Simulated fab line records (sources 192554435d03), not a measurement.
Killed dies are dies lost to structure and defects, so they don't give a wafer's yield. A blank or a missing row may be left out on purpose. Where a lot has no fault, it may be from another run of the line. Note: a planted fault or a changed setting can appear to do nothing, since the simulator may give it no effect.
Chamber matching    flow n5 finfet    3 sister chambers for N5_BEOL_M0_SAQP_PECVD_04 on pecvd-04
The step deposits a-Si from SiH4/He, target thk 60 nm, time 60.2 s. 14 wafers are shown with their chamber, then 7 later ones without.

## WAFERS, EACH WITH ITS CHAMBER
wafer   chamber  throttle valve pct (%)  heater power w (W)  showerhead plenum p Torr (Torr)
L076.1  1        18.7                    801                 5.682
L076.2  2        17.0                    540                 5.660
L076.4  0        17.6                    586                 5.727
L077.1  0        17.3                    598                 5.715
L077.5  1        18.8                    823                 5.698
L077.6  2        16.5                    483                 5.645
L082.2  0        17.5                    532                 5.738
L082.5  1        19.1                    755                 5.699
L082.6  2        16.9                    539                 5.674
L087.3  0        17.3                    580                 5.746
L087.5  2        16.8                    537                 5.653
L087.6  1        19.0                    807                 5.678
L089.1  1        18.6                    780                 5.691
L089.3  1        19.2                    822                 5.687

SIGNATURES (means of the wafers above)
reading                   chamber 0  chamber 1  chamber 2  scatter within a chamber
throttle valve pct        17.425     18.900     16.800     0.211
heater power w            574.00     798.00     524.75     27.5
showerhead plenum p Torr  5.73150    5.68917    5.65800    0.0111
Rule: for a wafer and a chamber, the distance is found by dividing, reading by reading, the gap between the wafer's reading and the chamber's mean by the reading's scatter, squaring, summing and taking the root. The wafer belongs to the nearest chamber; if the next one is less than 2 further off, it can't be placed. The scatter: take each reading less its chamber's mean, square it, sum over the shown wafers, divide by the number of wafers less the number of chambers, and take the root.

## WAFERS MISSING THEIR CHAMBER
wafer   throttle valve pct (%)  heater power w (W)  showerhead plenum p Torr (Torr)
L089.6  18.8                    802                 5.694
L090.1  18.8                    764                 5.689
L090.3  18.8                    780                 5.687
L090.5  17.0                    550                 5.653
L095.1  17.4                    587                 5.729
L095.4  17.1                    518                 5.655
L095.6  17.3                    592                 5.730

## CHAMBER TAKEN BY EACH
wafer   from the rows above  in truth
L089.6  1                    1
L090.1  1                    1
L090.3  1                    1
L090.5  2                    2
L095.1  0                    0
L095.4  2                    2
L095.6  0                    0
Correct placement for 7 of the 7. Can't be placed from these rows: 0. Placed wrongly: 0.
